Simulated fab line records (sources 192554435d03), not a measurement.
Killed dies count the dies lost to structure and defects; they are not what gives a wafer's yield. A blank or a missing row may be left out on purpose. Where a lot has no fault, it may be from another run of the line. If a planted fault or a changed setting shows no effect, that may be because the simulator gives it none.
fab line records	flow n5_finfet
record lots=7	wafers=21	last_day=18
route steps=1938 shown BEOL_M2@894 BEOL_M4@1111 PASSIVATION@1936
lots that met no fault: from a run of the same line without faults
start_h: the number of hours between the record's first day and the start of the first shown wafer of the lot	wait_h: hours from the lot's prior step to this one	" as in the row above	L1.1+2: a row that stands for several wafers	- no value, or no start was given	* or withheld: withheld	< > ~ a bound
route shown NAME@n: NAME is a module with steps in the file, n the number in the route of the first one	usual: average and standard deviation across the fault-free wafers	same: alike in all rows	chamber/n: place in a boat	sites: the reading at each site	_std_site: standard deviation of those values	_edge_site: mean of outer sites minus mean of inner sites	radius_mm: for every site, how far away it sits from the centre of the wafer	mask NAME#n: copy n	behind: the last tool/chamber to shape the wafer	hold: why the lot was held/for how many hours/how that ended	device: whichever transistor did not switch (one of n, p or np)	end of line: the tests these same wafers got at the end of their route	for a step that has no rows: nothing shown but its recipe	killed: not the wafer's yield, but the dies lost to structure and defects at the first sort	map: shows each die of a wafer: x if killed, . if not, _ if none is there
set.NAME: the run value of the setting; set.NAME@STEP: its run value at that earlier step	model.NAME: the simulator's own value behind a step, which no gauge read
lots at selected steps of the route; one table per step, one row per wafer
services: a tool's chamber out of use, with start hour (start_h, from the record's first day; less than 0 if before it), hours out, and reason
## steps
# step N5_BEOL_M2_HM_STRIP_39
# recipe chemistry=peroxide_tin_strip	material=TiN	target_depth_a=250	temp_c=50	time_s=158
# step N5_BEOL_M2_SRD_40
# recipe time_s=30	temp_c=23	rinse_liquid=diw	dry=ipa_marangoni
# step N5_BEOL_M2_PRECLEAN_42
# recipe chemistry=residue_remover	time_s=60	temp_c=40
# step N5_BEOL_M2_SRD_43
# recipe time_s=30	temp_c=23	rinse_liquid=diw	dry=ipa_marangoni
# step N5_BEOL_M2_CD_MEAS_35
# recipe target_cd_nm=18	target_cd_y_nm=22.2	polarity=opening
# usual cd_nm=18.2/0.44
lot.wafer	tool	chamber	start_h	wait_h	cd_nm
L425.1	cd_sem-03	-	155.27	0.0	18.1
L425.5	"	-	"	"	18.1
L425.6	"	-	"	"	18.1
L428.1	cd_sem-03	-	160.44	0.0	18.5
L428.2	"	-	"	"	18.0
L428.5	"	-	"	"	17.7
L429.3	cd_sem-01	-	165.30	0.0	17.6
L429.5	"	-	"	"	18.6
L429.6	"	-	"	"	18.6
L431.2	cd_sem-01	-	174.27	0.0	18.5
L431.3	"	-	"	"	18.4
L431.5	"	-	"	"	17.9
L432.1	cd_sem-01	-	191.76	0.0	18.3
L432.3	"	-	"	"	18.7
L432.5	"	-	"	"	18.0
L439.1	cd_sem-01	-	231.79	0.0	18.2
L439.2	"	-	"	"	18.2
L439.6	"	-	"	"	18.6
L442.1	cd_sem-01	-	272.67	0.0	18.2
L442.4	"	-	"	"	18.4
L442.6	"	-	"	"	18.3
# step N5_BEOL_M2_DEGAS_44
# recipe ambient=vacuum	temp_c=250	time_s=60
# step N5_BEOL_M2_PRE_CLEAN_45
# recipe gas=H2/He	time_s=30	temp_c=250
# usual heater_power_w=343/35
lot.wafer	tool	chamber	start_h	wait_h	heater_power_w
L425.1	pvd_sputter-01	-	155.47	0.0	310
L425.5	"	-	"	"	304
L425.6	"	-	"	"	311
L428.1	pvd_sputter-03	-	160.98	0.0	358
L428.2	"	-	"	"	395
L428.5	"	-	"	"	405
L429.3	pvd_sputter-01	-	165.98	0.0	356
L429.5	"	-	"	"	313
L429.6	"	-	"	"	299
L431.2	pvd_sputter-03	-	174.61	0.0	348
L431.3	"	-	"	"	357
L431.5	"	-	"	"	400
L432.1	pvd_sputter-02	-	192.62	0.0	384
L432.3	"	-	"	"	305
L432.5	"	-	"	"	341
L439.1	pvd_sputter-01	-	232.59	0.0	300
L439.2	"	-	"	"	285
L439.6	"	-	"	"	362
L442.1	pvd_sputter-02	-	273.46	0.0	339
L442.4	"	-	"	"	297
L442.6	"	-	"	"	342
# step N5_BEOL_M2_ALD_84
# recipe material=TaN	target_thk_a=*	temp_c=275	ald_precursor_family=PDMAT	ald_co_reactant=NH3	pressure_torr=3	carrier_flow_sccm=1500	pulse_time_s=2	purge_time_s=3	co_reactant_purge_time_s=2	co_reactant_pulse_time_s=3	ald_cycles=30	precursor_vessel_temp_c=75	precursor_vessel_pressure_torr=26.25	precursor_vessel_carrier_sccm=1000
# step N5_BEOL_M2_SURFACE_TREAT_85
# recipe gas=Ar	time_s=*	ion_energy_ev=*	ion_current_ma_cm2=0.5	pressure_mtorr=*	ar_flow_sccm=30
# usual throttle_valve_pct=*
lot.wafer	tool	chamber	start_h	wait_h	throttle_valve_pct
L425.1	pvd_sputter-03	-	155.77	0.1	*
L425.5	"	-	"	"	*
L425.6	"	-	"	"	*
L428.1	pvd_sputter-03	-	161.29	0.1	*
L428.2	"	-	"	"	*
L428.5	"	-	"	"	*
L429.3	pvd_sputter-02	-	166.30	0.1	*
L429.5	"	-	"	"	*
L429.6	"	-	"	"	*
L431.2	pvd_sputter-01	-	175.04	0.3	*
L431.3	"	-	"	"	*
L431.5	"	-	"	"	*
L432.1	pvd_sputter-02	-	192.92	0.1	*
L432.3	"	-	"	"	*
L432.5	"	-	"	"	*
L439.1	pvd_sputter-01	-	233.07	0.3	*
L439.2	"	-	"	"	*
L439.6	"	-	"	"	*
L442.1	pvd_sputter-01	-	273.80	0.2	*
L442.4	"	-	"	"	*
L442.6	"	-	"	"	*
# step N5_BEOL_M2_CVD_47
# recipe material=Co	target_thk_a=30	temp_c=withheld	precursor=CCTBA/H2	pressure_torr=30	time_s=223.8
# step N5_BEOL_M2_SPUTTER_48
# recipe material=Cu	target_thk_a=45	temp_c=-20	chamber_pressure_pa=0.07	power_w=withheld	time_s=8.29
# usual chamber_pressure_pa=0.06998/0.00014	chuck_gas_flow_sccm=1.27/0.054	throttle_valve_pct=29.6/0.87
lot.wafer	tool	chamber	start_h	wait_h	chamber_pressure_pa	chuck_gas_flow_sccm	throttle_valve_pct
L425.1	pvd_sputter-02	-	156.04	0.1	0.06992	1.19	27.7
L425.5	"	-	"	"	0.06997	1.32	30.2
L425.6	"	-	"	"	0.07007	1.26	27.8
L428.1	pvd_sputter-02	-	161.84	0.3	0.06997	1.28	29.2
L428.2	"	-	"	"	0.0699	1.16	29.9
L428.5	"	-	"	"	0.07015	1.35	29.2
L429.3	pvd_sputter-02	-	166.60	0.2	0.07017	1.42	29.9
L429.5	"	-	"	"	0.07016	1.18	27.6
L429.6	"	-	"	"	0.07005	1.26	29.2
L431.2	pvd_sputter-02	-	175.41	0.2	0.06999	1.23	30.1
L431.3	"	-	"	"	0.06998	1.24	29.0
L431.5	"	-	"	"	0.06999	1.20	29.2
L432.1	pvd_sputter-01	-	193.26	0.2	0.07004	1.34	29.8
L432.3	"	-	"	"	0.0698	1.25	29.7
L432.5	"	-	"	"	0.06995	1.25	29.9
L439.1	pvd_sputter-01	-	233.30	0.1	0.07015	1.22	30.0
L439.2	"	-	"	"	0.06995	1.33	29.1
L439.6	"	-	"	"	0.06987	1.26	29.1
L442.1	pvd_sputter-02	-	274.06	0.1	0.07009	1.20	27.5
L442.4	"	-	"	"	0.07009	1.28	29.0
L442.6	"	-	"	"	0.06996	1.21	28.0
# step N5_BEOL_M2_ANNEAL_49
# recipe temp_c=400	time_s=240	ambient=vacuum
# usual heater_power_w=843/84	susceptor_temp_C_max=401.0/0.39
lot.wafer	tool	chamber	start_h	wait_h	heater_power_w	susceptor_temp_C_max
L425.1	pvd_sputter-02	-	156.12	0.0	799	401.7
L425.5	"	-	"	"	760	400.9
L425.6	"	-	"	"	788	401.7
L428.1	pvd_sputter-02	-	161.92	0.0	852	400.4
L428.2	"	-	"	"	743	400.9
L428.5	"	-	"	"	839	400.8
L429.3	pvd_sputter-02	-	166.68	0.0	752	401.0
L429.5	"	-	"	"	788	401.6
L429.6	"	-	"	"	858	400.6
L431.2	pvd_sputter-02	-	175.49	0.0	943	401.2
L431.3	"	-	"	"	859	400.5
L431.5	"	-	"	"	860	401.1
L432.1	pvd_sputter-01	-	193.34	0.0	757	401.2
L432.3	"	-	"	"	796	400.5
L432.5	"	-	"	"	780	401.0
L439.1	pvd_sputter-01	-	233.38	0.0	688	401.1
L439.2	"	-	"	"	882	401.0
L439.6	"	-	"	"	872	400.8
L442.1	pvd_sputter-02	-	274.14	0.0	803	401.8
L442.4	"	-	"	"	858	400.5
L442.6	"	-	"	"	809	401.3
# step N5_BEOL_M2_SPUTTER_79
# recipe material=Cu	target_thk_a=45	temp_c=-20	chamber_pressure_pa=0.07	power_w=withheld	time_s=8.29
# usual chamber_pressure_pa=0.07001/0.00013	chuck_gas_flow_sccm=1.27/0.053	throttle_valve_pct=29.5/0.87
lot.wafer	tool	chamber	start_h	wait_h	chamber_pressure_pa	chuck_gas_flow_sccm	throttle_valve_pct
L425.1	pvd_sputter-02	-	156.26	0.1	0.06999	1.16	27.8
L425.5	"	-	"	"	0.07018	1.27	29.9
L425.6	"	-	"	"	0.06985	1.22	27.9
L428.1	pvd_sputter-02	-	162.06	0.1	-	-	-
L428.2	"	-	"	"	-	-	-
L428.5	"	-	"	"	-	-	-
L429.3	pvd_sputter-02	-	166.82	0.1	-	-	-
L429.5	"	-	"	"	-	-	-
L429.6	"	-	"	"	-	-	-
L431.2	pvd_sputter-02	-	175.63	0.1	-	-	-
L431.3	"	-	"	"	-	-	-
L431.5	"	-	"	"	-	-	-
L432.1	pvd_sputter-01	-	193.48	0.1	0.07003	1.25	29.7
L432.3	"	-	"	"	0.06996	1.27	29.8
L432.5	"	-	"	"	0.07007	1.25	30.0
L439.1	pvd_sputter-01	-	233.52	0.1	0.07017	1.30	29.9
L439.2	"	-	"	"	0.07005	1.21	29.4
L439.6	"	-	"	"	0.06986	1.25	29.0
L442.1	pvd_sputter-02	-	274.28	0.1	0.07013	1.17	27.8
L442.4	"	-	"	"	0.07004	1.29	29.1
L442.6	"	-	"	"	0.07026	1.21	27.8
# step N5_BEOL_M2_ANNEAL_80
# recipe temp_c=400	time_s=240	ambient=vacuum
# usual heater_power_w=843/85	susceptor_temp_C_max=401.0/0.4
lot.wafer	tool	chamber	start_h	wait_h	heater_power_w	susceptor_temp_C_max
L425.1	pvd_sputter-02	-	156.34	0.0	800	401.5
L425.5	"	-	"	"	754	401.0
L425.6	"	-	"	"	771	401.4
L428.1	pvd_sputter-02	-	162.14	0.0	843	400.7
L428.2	"	-	"	"	755	401.3
L428.5	"	-	"	"	863	400.5
L429.3	pvd_sputter-02	-	166.90	0.0	762	400.9
L429.5	"	-	"	"	791	401.3
L429.6	"	-	"	"	839	400.5
L431.2	pvd_sputter-02	-	175.71	0.0	970	400.8
L431.3	"	-	"	"	857	400.8
L431.5	"	-	"	"	861	400.7
L432.1	pvd_sputter-01	-	193.56	0.0	755	400.6
L432.3	"	-	"	"	799	400.8
L432.5	"	-	"	"	790	400.5
L439.1	pvd_sputter-01	-	233.60	0.0	694	400.6
L439.2	"	-	"	"	895	400.9
L439.6	"	-	"	"	905	401.2
L442.1	pvd_sputter-02	-	274.36	0.0	789	401.7
L442.4	"	-	"	"	865	400.7
L442.6	"	-	"	"	779	401.1
# step N5_BEOL_M4_RC_MEAS_101
# usual DIBL_N=36.3/1.9	DIBL_P=36.6/2.4	IOFF_N=0.17/0.037	IOFF_P=0.23/0.04	ION_N=682/14	ION_P=468/8.6	SS_N=71.6/0.67	SS_P=73.4/0.71	VT_N=248/3.3	VT_P=-248.9/2.9
lot.wafer	tool	chamber	start_h	wait_h	DIBL_N[mV/V]	DIBL_P[mV/V]	IOFF_N[nA/um]	IOFF_P[nA/um]	ION_N[uA/um]	ION_P[uA/um]	SS_N[mV/dec]	SS_P[mV/dec]	VT_N[mV]	VT_P[mV]
L428.1	prober-01	0	199.25	0.0	34.5	35.7	0.16	0.20	669	455	71.2	72.4	249	-250.8
L428.2	"	0	"	"	35.2	37.2	0.18	0.21	688	462	71.9	73.8	247	-250.4
L428.5	"	0	"	"	32.3	34.8	0.13	0.19	677	467	71.4	72.4	249	-247.6
L429.3	prober-02	0	204.75	0.3	36.3	37.9	0.16	0.22	685	472	70.8	73.6	249	-251.1
L429.5	"	0	"	"	36.2	37.1	0.14	0.19	690	464	71.1	72.7	253	-253.1
L429.6	"	0	"	"	37.6	39.6	0.18	0.24	679	464	71.3	74.1	248	-250.8
L425.1	prober-01	0	213.53	0.0	35.6	37.3	0.14	0.21	662	459	71.8	72.9	252	-252.3
L425.5	"	0	"	"	37.4	40.1	0.18	0.25	669	466	71.7	74.6	251	-250.5
L425.6	"	0	"	"	35.8	37.3	0.16	0.21	689	469	71.6	73.3	249	-252.1
L431.2	prober-02	0	219.78	0.2	36.9	37.4	0.19	0.24	688	475	71.6	73.6	247	-247.5
L431.3	"	0	"	"	32.2	31.9	0.11	0.16	664	462	70.7	72.1	255	-252.8
L431.5	"	0	"	"	38.7	39.3	0.22	0.28	684	469	72.2	74.0	245	-247.0
L432.1	prober-01	0	232.01	0.0	37.8	40.0	0.22	0.29	693	478	72.8	73.8	246	-247.6
L432.3	"	0	"	"	37.2	38.8	0.19	0.25	671	465	73.1	72.8	249	-246.5
L432.5	"	0	"	"	36.0	37.7	0.17	0.24	668	461	72.6	74.3	247	-247.4
L439.1	prober-02	0	293.75	0.0	36.4	37.6	0.17	0.21	697	475	72.1	74.1	250	-250.9
L439.2	"	0	"	"	36.2	37.2	0.17	0.20	669	455	72.3	72.8	247	-250.4
L439.6	"	0	"	"	39.9	42.1	0.27	0.28	692	465	73.1	74.9	243	-247.3
L442.1	prober-02	0	331.91	0.0	37.4	37.1	0.17	0.21	676	461	71.5	72.9	247	-250.8
L442.4	"	0	"	"	37.4	35.6	0.18	0.20	674	461	72.4	72.9	245	-251.6
L442.6	"	0	"	"	35.4	34.7	0.14	0.18	665	455	71.6	72.2	250	-253.6
# step N5_PASSIVATION_PROBE_49
# usual defect_limited_yield=91.2/1.5	killed_at_M0_to_M3=35/12	killed_at_M4_up=14/5.1	killed_at_contacts=13/6	killed_at_front_end=38/12	killed_at_other=4/3.5	killed_dies=104/18	killed_open=68/13	killed_short=33/8.1	sort_bin_5_function=5.2/1	sort_bin_6_memory=3.2/0.69	sort_n_pass=1076/18	sort_yield_pct=91.2/1.5
# same gross_dies=1180	killed_at_back_side=0	sort_bin_4_leakage[%]=0	sort_bin_8_speed[%]=0
lot.wafer	tool	chamber	start_h	wait_h	defect_limited_yield[%]	killed_at_M0_to_M3	killed_at_M4_up	killed_at_contacts	killed_at_front_end	killed_at_other	killed_dies	killed_open	killed_short	sort_bin_5_function[%]	sort_bin_6_memory[%]	sort_n_pass	sort_yield_pct[%]
L428.1	prober-01	-	316.99	0.2	90.8	56	14	11	24	4	109	73	31	4.4	4.4	1071	90.8
L428.2	prober-01	-	317.04	0.3	89.2	46	9	12	60	0	127	85	37	6.5	3.9	1053	89.2
L428.5	prober-01	-	317.19	0.4	89.2	63	18	17	25	5	128	79	40	6.7	3.8	1052	89.2
L429.3	prober-01	-	329.45	0.1	92.0	52	8	4	25	5	94	57	31	4.8	3.1	1086	92.0
L429.5	prober-01	-	329.55	0.2	92.5	35	10	16	27	1	89	64	23	4.5	2.6	1091	92.5
L429.6	prober-01	-	329.60	0.3	93.1	31	14	12	19	5	81	54	20	3.9	2.4	1099	93.1
L425.1	prober-02	-	329.60	0.0	90.8	34	16	12	45	1	108	80	26	5.0	3.7	1072	90.8
L425.5	prober-02	-	329.80	0.2	89.1	48	17	11	53	0	129	87	40	5.7	5.0	1051	89.1
L425.6	prober-02	-	329.85	0.3	90.3	41	14	13	47	0	115	77	38	5.1	4.0	1065	90.3
L431.2	prober-01	-	333.35	0.1	86.5	50	12	15	79	3	159	98	36	7.0	5.2	1021	86.5
L431.3	prober-01	-	333.40	0.1	90.6	45	8	12	44	2	111	69	33	5.8	3.5	1069	90.6
L431.5	prober-01	-	333.50	0.2	91.2	33	8	18	42	3	104	58	40	5.3	3.0	1076	91.2
L432.1	prober-01	-	343.10	0.0	94.5	25	14	8	18	0	65	46	16	3.1	2.0	1115	94.5
L432.3	prober-01	-	343.20	0.1	93.0	23	17	13	28	2	83	60	22	3.8	3.0	1097	93.0
L432.5	prober-01	-	343.30	0.2	93.1	22	12	3	45	0	82	47	29	4.5	1.9	1098	93.1
L439.1	prober-02	-	403.22	0.0	92.5	34	11	6	31	7	89	58	29	4.7	2.5	1091	92.5
L439.2	prober-02	-	403.27	0.1	91.9	38	14	9	28	7	96	70	26	4.2	3.9	1084	91.9
L439.6	prober-02	-	403.47	0.3	90.8	41	9	18	39	1	108	73	32	6.1	2.8	1072	90.8
L442.1	prober-01	-	433.12	0.0	92.0	24	15	11	37	7	94	70	24	4.7	3.1	1086	92.0
L442.4	prober-01	-	433.27	0.2	91.8	26	14	6	49	2	97	62	35	5.1	2.7	1083	91.8
L442.6	prober-01	-	433.37	0.3	91.0	44	10	11	40	1	106	75	31	5.9	2.5	1074	91.0
# killed by level:class
L428.1 BEOL_M0_SAQP:geometric_particle:open=12 BEOL_M0_SAQP:geometric_particle:short=12 MOL_CONTACT_COAG:geometric_particle:open=10 BEOL_M1:geometric_particle:open=10 STI_FIN_REVEAL:geometric_particle:open=6 BEOL_M3:geometric_particle:open=6 FIN_SAQP:geometric_particle:short=5 BEOL_M2:geometric_particle:open=5
L428.2 FIN_SAQP:geometric_particle:short=14 FIN_SAQP:geometric_particle:open=12 STI_FIN_REVEAL:geometric_particle:open=12 MOL_CONTACT_COAG:geometric_particle:open=12 BEOL_M3:geometric_particle:open=11 BEOL_M1:geometric_particle:open=9 BEOL_M0_SAQP:geometric_particle:short=8 GATE_CUT:geometric_particle:short=7
L428.5 BEOL_M0_SAQP:geometric_particle:short=15 MOL_CONTACT_COAG:geometric_particle:open=13 BEOL_M0_SAQP:geometric_particle:open=11 BEOL_M3:geometric_particle:open=10 BEOL_M1:geometric_particle:open=9 DUMMY_GATE:geometric_particle:open=8 BEOL_M2:interface_void_opened=8 BEOL_M4:geometric_particle:open=7
L429.3 BEOL_M3:geometric_particle:open=11 BEOL_M0_SAQP:geometric_particle:short=8 BEOL_M1:geometric_particle:open=8 BEOL_M2:geometric_particle:open=8 BEOL_M2:interface_void_opened=6 FIN_SAQP:geometric_particle:short=5 BEOL_M0_SAQP:geometric_particle:open=5 FIN_SAQP:geometric_particle:open=4
L429.5 BEOL_M0_SAQP:geometric_particle:open=15 MOL_CONTACT_COAG:geometric_particle:open=10 BEOL_M3:geometric_particle:open=9 DUMMY_GATE:geometric_particle:open=7 MOL_CONTACT_COAG:geometric_particle:short=6 STI_FIN_REVEAL:geometric_particle:open=5 DUMMY_GATE:geometric_particle:short=3 BEOL_M0_SAQP:geometric_particle:short=3
L425.1 BEOL_M2:geometric_particle:open=11 MOL_CONTACT_COAG:geometric_particle:open=11 FIN_SAQP:geometric_particle:open=7 STI_FIN_REVEAL:geometric_particle:open=7 FIN_SAQP:geometric_particle:short=5 DUMMY_GATE:geometric_particle:open=5 BEOL_M0:geometric_particle:open=5 ILD0:geometric_particle:open=4
L429.6 MOL_CONTACT_COAG:geometric_particle:open=10 BEOL_M2:interface_void_opened=7 BEOL_M0_SAQP:geometric_particle:open=6 BEOL_M4:geometric_particle:open=6 FIN_SAQP:geometric_particle:open=4 GATE_CUT:geometric_particle:short=4 BEOL_M2:geometric_particle:open=4 BEOL_M3:geometric_particle:open=4
L425.5 DUMMY_GATE:geometric_particle:open=12 BEOL_M3:geometric_particle:open=10 MOL_CONTACT_COAG:geometric_particle:open=10 FIN_SAQP:geometric_particle:open=9 STI_FIN_REVEAL:geometric_particle:open=9 BEOL_M2:geometric_particle:open=7 BEOL_M1:geometric_particle:open=6 BEOL_M0_SAQP:geometric_particle:open=6
L425.6 STI_FIN_REVEAL:geometric_particle:open=10 MOL_CONTACT_COAG:geometric_particle:open=10 BEOL_M4:geometric_particle:open=9 FIN_SAQP:geometric_particle:short=8 BEOL_M2:geometric_particle:open=8 DUMMY_GATE:geometric_particle:open=7 BEOL_M0:geometric_particle:open=7 BEOL_M0:geometric_particle:short=6
L431.2 FIN_SAQP:geometric_particle:open=23 BEOL_M2:geometric_particle:open=18 MOL_CONTACT_COAG:geometric_particle:open=13 FIN_SAQP:geometric_particle:short=10 HKMG_FIN:area_etch=9 FIN_CUT:area_etch=9 BEOL_M1:geometric_particle:open=8 GATE_CUT:geometric_particle:short=7
L431.3 FIN_SAQP:geometric_particle:open=11 BEOL_M0_SAQP:geometric_particle:short=10 MOL_CONTACT_COAG:geometric_particle:open=9 BEOL_M0_SAQP:geometric_particle:open=7 BEOL_M2:geometric_particle:open=7 STI_FIN_REVEAL:geometric_particle:open=6 BEOL_M1:geometric_particle:open=6 BEOL_M2:interface_void_opened=6
L431.5 FIN_SAQP:geometric_particle:short=14 MOL_CONTACT_COAG:geometric_particle:open=14 FIN_SAQP:geometric_particle:open=9 BEOL_M2:geometric_particle:open=9 BEOL_M2:interface_void_opened=5 MOL_CONTACT_COAG:geometric_particle:short=4 BEOL_M0_SAQP:geometric_particle:short=4 BEOL_M1:geometric_particle:open=4
L432.1 BEOL_M2:geometric_particle:open=7 MOL_CONTACT_COAG:geometric_particle:open=6 BEOL_M0_SAQP:geometric_particle:open=6 BEOL_M3:geometric_particle:open=5 FIN_SAQP:geometric_particle:short=3 FIN_SAQP:geometric_particle:open=3 GATE_CUT:geometric_particle:short=3 BEOL_M5:geometric_particle:open=3
L432.3 MOL_CONTACT_COAG:geometric_particle:open=12 BEOL_M0_SAQP:geometric_particle:open=6 GATE_CUT:geometric_particle:open=5 BEOL_M5:geometric_particle:open=5 FIN_SAQP:geometric_particle:short=4 STI_FIN_REVEAL:geometric_particle:open=4 DUMMY_GATE:geometric_particle:open=4 BEOL_M0_SAQP:geometric_particle:short=4
L432.5 FIN_SAQP:geometric_particle:open=8 BEOL_M0_SAQP:geometric_particle:open=7 STARTING-WAFER:geometric_particle:short=7 FIN_SAQP:geometric_particle:short=6 GATE_CUT:geometric_particle:short=6 STARTING-WAFER:geometric_particle:open=6 STI_FIN_REVEAL:geometric_particle:open=5 BEOL_M5:geometric_particle:open=5
L439.1 BEOL_M2:geometric_particle:open=12 BEOL_M3:geometric_particle:open=8 MOL_CONTACT_COAG:geometric_particle:open=6 STARTING-WAFER:geometric_particle:open=5 GATE_CUT:geometric_particle:open=4 GATE_CUT:geometric_particle:short=4 PAD_METAL:geometric_particle:short=4 STARTING-WAFER:geometric_particle:short=4
L439.2 BEOL_M2:geometric_particle:open=14 BEOL_M4:geometric_particle:open=11 STI_FIN_REVEAL:geometric_particle:open=9 BEOL_M3:geometric_particle:open=9 BEOL_M0_SAQP:geometric_particle:short=8 MOL_CONTACT_COAG:geometric_particle:open=6 BEOL_M0_SAQP:geometric_particle:open=6 DUMMY_GATE:geometric_particle:open=4
L439.6 MOL_CONTACT_COAG:geometric_particle:open=16 FIN_SAQP:geometric_particle:open=12 BEOL_M2:geometric_particle:open=12 FIN_SAQP:geometric_particle:short=10 BEOL_M0_SAQP:geometric_particle:short=8 BEOL_M0_SAQP:geometric_particle:open=5 BEOL_M1:geometric_particle:open=5 BEOL_M4:geometric_particle:open=4
L442.1 FIN_SAQP:geometric_particle:open=15 BEOL_M2:geometric_particle:open=11 MOL_CONTACT_COAG:geometric_particle:open=10 FIN_SAQP:geometric_particle:short=6 BEOL_M4:geometric_particle:open=6 STI_FIN_REVEAL:geometric_particle:open=4 MIM_BOT:geometric_particle:short=4 DUMMY_GATE:geometric_particle:open=3
L442.4 FIN_SAQP:geometric_particle:short=17 FIN_SAQP:geometric_particle:open=14 BEOL_M2:geometric_particle:open=10 STI_FIN_REVEAL:geometric_particle:open=7 MOL_CONTACT_COAG:geometric_particle:open=6 BEOL_M4:geometric_particle:open=5 BEOL_M5:geometric_particle:open=5 STI_FIN_REVEAL:geometric_particle:short=3
L442.6 FIN_SAQP:geometric_particle:open=18 BEOL_M2:geometric_particle:open=11 BEOL_M1:geometric_particle:open=10 MOL_CONTACT_COAG:geometric_particle:open=9 BEOL_M0_SAQP:geometric_particle:open=8 FIN_SAQP:geometric_particle:short=7 BEOL_M0_SAQP:geometric_particle:short=7 STI_FIN_REVEAL:geometric_particle:open=5
## services
tool	chamber	start_h	hours	kind
pvd_sputter-03	-	138.99	2.0	repair
pvd_sputter-02	-	172.82	0.6	repair
## key
first_sign step=N5_BEOL_M2_SPUTTER_79	reading=tool_record	direction=missing
effect none on later readings
met_at N5_BEOL_M2_SPUTTER_79
struck_wafers L428.1,L428.2,L428.5,L429.3,L429.5,L429.6,L431.2,L431.3,L431.5
onset_between 156.26 162.06
fault kind=skipped_step_whole	tool=pvd_sputter-02	chamber=-	onset_h=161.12	steps=N5_BEOL_M2_SPUTTER_79	scope=struck_lots_only
